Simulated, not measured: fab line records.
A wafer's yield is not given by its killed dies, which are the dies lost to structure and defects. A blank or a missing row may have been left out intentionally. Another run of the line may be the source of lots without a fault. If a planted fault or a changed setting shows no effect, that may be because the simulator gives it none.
Chamber matching | flow nand-harc | NHARC_P_CONTACT_CMP_24 on cmp-04 has 4 sister chambers
The step polishes, t overpolish 30 s, target thk 200 nm. 8 wafers are shown with their chamber, then 9 later ones without.

== EACH WAFER AND ITS CHAMBER ==
wafer  | chamber | motor-current-A (A) | retaining-ring-pressure-frac
L081.6 | 3       | 11.6                | 1.004
L084.1 | 1       | 10.4                | 0.995
L086.6 | 1       | 11.2                | 0.996
L087.4 | 3       | 12.1                | 0.998
L087.6 | 2       | 12.1                | 1.005
L091.1 | 2       | 11.6                | 1.003
L091.3 | 0       | 9.8                 | 0.997
L091.6 | 0       | 10.4                | 1.006

== WAFERS WITHOUT THEIR CHAMBER ==
wafer  | motor-current-A (A) | retaining-ring-pressure-frac
L093.1 | 11.3                | 0.998
L093.2 | 10.1                | 0.989
L093.4 | 11.7                | 1.005
L095.1 | 10.7                | 1.004
L095.5 | 11.9                | 0.997
L095.6 | 11.3                | 1.003
L097.3 | 11.3                | 1.007
L097.5 | 10.0                | 1.004
L097.6 | 10.4                | 0.993

== CHAMBER TAKEN BY EACH ==
wafer  | from the rows above               | in truth
L093.1 | can't be placed: 1 or 3 or 2 or 0 | 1
L093.2 | can't be placed: 1 or 0           | 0
L093.4 | can't be placed: 2 or 3           | 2
L095.1 | can't be placed: 0 or 1 or 2 or 3 | 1
L095.5 | can't be placed: 3 or 2 or 1      | 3
L095.6 | can't be placed: 2 or 3 or 1 or 0 | 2
L097.3 | can't be placed: 2 or 3 or 0 or 1 | 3
L097.5 | 0                                 | 0
L097.6 | can't be placed: 1 or 0           | 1
Correctly placed: 1 of 9. These rows do not allow placing 8 (true chamber among the candidates in 8). Placed wrongly: 0.
How it was worked out, from the rows above alone: a wafer's distance from a chamber is the root of the sum, over the readings, of the square of ((its reading less the chamber's mean) divided by the reading's scatter). The wafer belongs to the nearest chamber; if the next one is less than 2 further off, it can't be placed. For every chamber, the mean is computed from those of its wafers that are shown. The scatter is the square root of a quotient: the sum, over the shown wafers, of each reading's squared deviation from its chamber's mean, divided by wafers minus chambers.
